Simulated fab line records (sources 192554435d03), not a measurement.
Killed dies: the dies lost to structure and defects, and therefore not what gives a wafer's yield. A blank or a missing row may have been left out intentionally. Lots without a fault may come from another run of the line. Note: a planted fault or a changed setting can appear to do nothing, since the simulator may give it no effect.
Problem report in the 8D (eight disciplines) form, filled by code :: flow n5-finfet :: the parts of the form that need people (team, actions taken, sign-off) are left out

1. WHAT WENT WRONG
Mean of run-length-s at N5_BEOL_M11_ETCH_66: 172.2 s across 2 wafers in 2 lots; on wafers with no fault it is 203.4 s (standard deviation 0.47). That puts it -66 standard deviations away from the usual mean.
The step: etches SOC in N2/H2, target depth 120 nm, overetch 24 nm, time 180 s.
The first sign was on wafer L771.6 at day 14 04:42, on rie-diel-02. The record holds 16 wafers of 6 lots with a number at this step. Rule for "out" (also "out of limits"): further than 4 standard deviations from the usual mean. All remaining wafers that have a number are taken as sound.

2. WHAT IT IS, WHAT IT ISN'T
question: which readings at this step
is: run-length-s
is not: drypump-motor-current-A, oes-product-au, rf-vpp-V, showerhead-plenum-p-Torr, throttle-valve-pct

question: which lots
is: L771, L772
is not: L758, L763, L776, L777

question: which wafers of those lots
is: L771.6, L772.6
is not: L771.3, L772.5

question: read on which tools
is: rie-diel-02
is not: rie-diel-05, rie-diel-06

question: when
is: from day 14 04:42
is not: up to then (7 sound wafers); but 7 sound wafers of L772, L776, L777 came after

3. THE SUSPECTS, EACH WITH WHAT RULES IT OUT
Counting: a tool at a process step up to the reading stays a suspect if it ran every lot that is out. Sound lots after the first of them don't rule it out here, since some wafers of a struck lot are sound.
- rie-diel-02 at N5_BEOL_M11_DESCUM_33 (chemistry O2, time 7.9 s): kept. Every lot that is out went through it, the first being L771 (day 14 04:37); the last sound lot it ran before that was L763 (day 12 15:59).
- rie-diel-02 at N5_BEOL_M11_ETCH_65 (etches SiARC in CF4, target depth 39 nm, time 65 s): kept. Every lot that is out went through it, the first being L771 (day 14 04:39); the last sound lot it ran before that was L763 (day 12 16:01).
- rie-diel-02 at N5_BEOL_M11_ETCH_66 (etches SOC in N2/H2, target depth 120 nm, overetch 24 nm, time 180 s): kept. Every lot that is out went through it, the first being L771 (day 14 04:42); the last sound lot it ran before that was L763 (day 12 16:04). Out on those wafers are its own readings of run-length-s.
- rie-diel-02, N5_BEOL_M11_DESCUM_33: wafers that are out in chamber 0, sound lot-mates in chambers 1, 3.
- rie-diel-02, N5_BEOL_M11_ETCH_65: wafers that are out in chamber 0, sound lot-mates in chambers 1, 3.
- rie-diel-02, N5_BEOL_M11_ETCH_66: wafers that are out in chamber 0, sound lot-mates in chambers 1, 3.
Left after counting: rie-diel-02 at N5_BEOL_M11_DESCUM_33, rie-diel-02 at N5_BEOL_M11_ETCH_65, rie-diel-02 at N5_BEOL_M11_ETCH_66.

4. THE CAUSE (what the simulator had put in)
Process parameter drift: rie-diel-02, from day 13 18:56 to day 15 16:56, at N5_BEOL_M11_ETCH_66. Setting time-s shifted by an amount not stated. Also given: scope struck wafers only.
After counting, 3 suspects remain, this tool included.

5. THE CHAIN OF EFFECTS, in route order
Rows list readings where the struck wafers' mean (over those with a number) sits beyond 3 standard deviations from the usual. Only readings for which the record gives a usual standard deviation are gone through. hours: the time from each lot's start at the first step in this table that gives one to its start at this step, as a median over the lots. sigmas: the change in usual standard deviations.
hours: 0
step: N5_BEOL_M11_ETCH_66
reading: run-length-s
usual: 203.4 s
on struck wafers: 172.2
change: -31.2
sigmas: -66
Here are the process steps it includes:
- N5_BEOL_M11_ETCH_66: etches SOC in N2/H2, target depth 120 nm, overetch 24 nm, time 180 s.
Readings that are blank on the struck wafers while sound wafers have them: bias-w at N5_BEOL_M11_ETCH_66.

6. WHAT WOULD HAVE CAUGHT IT SOONER
The fault began at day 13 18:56; the first out-of-limits reading in this record came at day 14 04:42, 10 hours later.
